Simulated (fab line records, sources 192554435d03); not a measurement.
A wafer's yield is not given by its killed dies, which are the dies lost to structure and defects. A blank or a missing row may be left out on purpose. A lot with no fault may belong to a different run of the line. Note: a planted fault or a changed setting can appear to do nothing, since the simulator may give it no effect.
Comparing a struck lot with a sound one    flow n5 finfet    15 out of 1938 route steps
Sound: these wafers, L155.1, L155.2, L155.3. Struck: wafer L151.2 (left out: L151.1, L151.3 of the same lot, which were not struck); the cause appears at the end.
Each step with rows lists, per side, the tool, then ch with its chambers, then its first start. Under that, the readings that differ: sound wafers    struck wafers    difference of the means    sigmas: that difference in standard deviations of wafers without a fault.
alike: readings with means less than 2 such deviations apart, plus words and numbers identical on both sides. not compared: withheld readings, readings lacking a value on some wafer, bounds such as >300 that could conceal the same value, and numbers that have no deviation in the record and whose values overlap.
Wherever a step has rows on one side only, a row that says differs or no value, or a row with sigmas, the two part there. Numbers that have no deviation but don't overlap get no sigmas and don't part them. A reading missing from all wafers of one side parts the sides only when that side holds two or more wafers.

first, 1 step without rows for these wafers: N5_HKMG_FIN_STRIP_33 (strips in N2/H2).
N5_HKMG_FIN_STRIP_34: strips in CF4.
  sound on rie diel-04 ch 1,2,3, day 9 14:17; struck on rie diel-01 ch 2, day 8 08:31
  alike: drypump motor current A, oes product au, rf fwd power W, rf vpp V, showerhead plenum p Torr, throttle valve pct
  not compared: rf hours counter h
N5_HKMG_FIN_ETCH_35: etches SOC in N2/H2, target depth 215.8 nm, time 243.4 s.
  sound on rie diel-04 ch 1,2,3, day 9 14:19; struck on rie diel-01 ch 2, day 8 08:32
  alike: drypump motor current A, oes product au, rf fwd power W, rf vpp V, showerhead plenum p Torr, throttle valve pct
  not compared: rf hours counter h
then, 5 steps without rows for these wafers: N5_HKMG_FIN_STRIP_92 (strips SOC in N2/H2, time 20 s); N5_HKMG_FIN_WET_ETCH_18 (etches TiN in SC1, time 55 s, target depth 5.2 nm, rinse time 30 s); N5_HKMG_FIN_STRIP_19 (strips in N2/H2, time 360 s); N5_HKMG_FIN_ALD_91 (deposits TiN, target thk 1 nm, pulse time 1 s, purge time 3 s); N5_HKMG_FIN_COAT_85 (time 60 s, resist thk 300 nm).
N5_HKMG_FIN_ETCH_86: etches SOC in N2/H2, stops on TiN, target depth 393.2 nm.
  sound on rie diel-04 ch 1,2,3, day 9 15:20; struck on rie diel-02 ch 0, day 8 09:49
  alike: drypump motor current A, oes product au, rf fwd power W, rf vpp V, showerhead plenum p Torr, throttle valve pct
  not compared: rf hours counter h
then, 2 steps without rows for these wafers: N5_HKMG_FIN_STRIP_89 (strips SOC in N2/H2, time 20 s); N5_HKMG_FIN_WET_ETCH_87 (etches TiN in SC1, time 154.2 s, target depth 4.7 nm, rinse time 30 s).
N5_HKMG_FIN_STRIP_88: strips in N2/H2, time 360 s.
  sound on plasma asher-01 ch 0,1, day 9 15:35; struck on plasma asher-02 ch 0, day 8 10:04
reading             sound        struck  difference  sigmas
heater power w (W)  448 456 439  483     +35         +2
  alike: drypump motor current A
  not compared: rf hours counter h
N5_HKMG_FIN_NWFM_ALD_20: deposits TiAlC, target thk 2 nm, pulse time 3 s, purge time 2 s.
  sound on ald metal-03 ch 1,2,3, day 9 15:58; struck on ald metal-04 ch 0, day 8 10:28
reading                                          sound  struck  difference  sigmas
ald cycles                                       7 7 7  4       -3          
model.TiAlC_of_HKMG_FIN_NWFM_ALD_20.thk nm (nm)  2 2 2  1.2     -0.8        
  alike: heater power w, precursor pulse height rel
N5_HKMG_FIN_ALD_71: deposits TiN, target thk 1 nm, pulse time 1 s, purge time 3 s.
  sound on ald metal-03 ch 1,2,3, day 9 16:04; struck on ald metal-04 ch 0, day 8 10:34
  alike: heater power w, precursor pulse height rel
  not compared: ald cycles
after that, 1 step had no rows for these wafers: N5_PASSIVATION_PROBE_49.

WHERE THEY PART
Only at N5_HKMG_FIN_STRIP_88, within this record. Later steps at which nothing parts them and some readings are alike: N5_HKMG_FIN_NWFM_ALD_20, N5_HKMG_FIN_ALD_71.

WHY: the cause the simulator had injected
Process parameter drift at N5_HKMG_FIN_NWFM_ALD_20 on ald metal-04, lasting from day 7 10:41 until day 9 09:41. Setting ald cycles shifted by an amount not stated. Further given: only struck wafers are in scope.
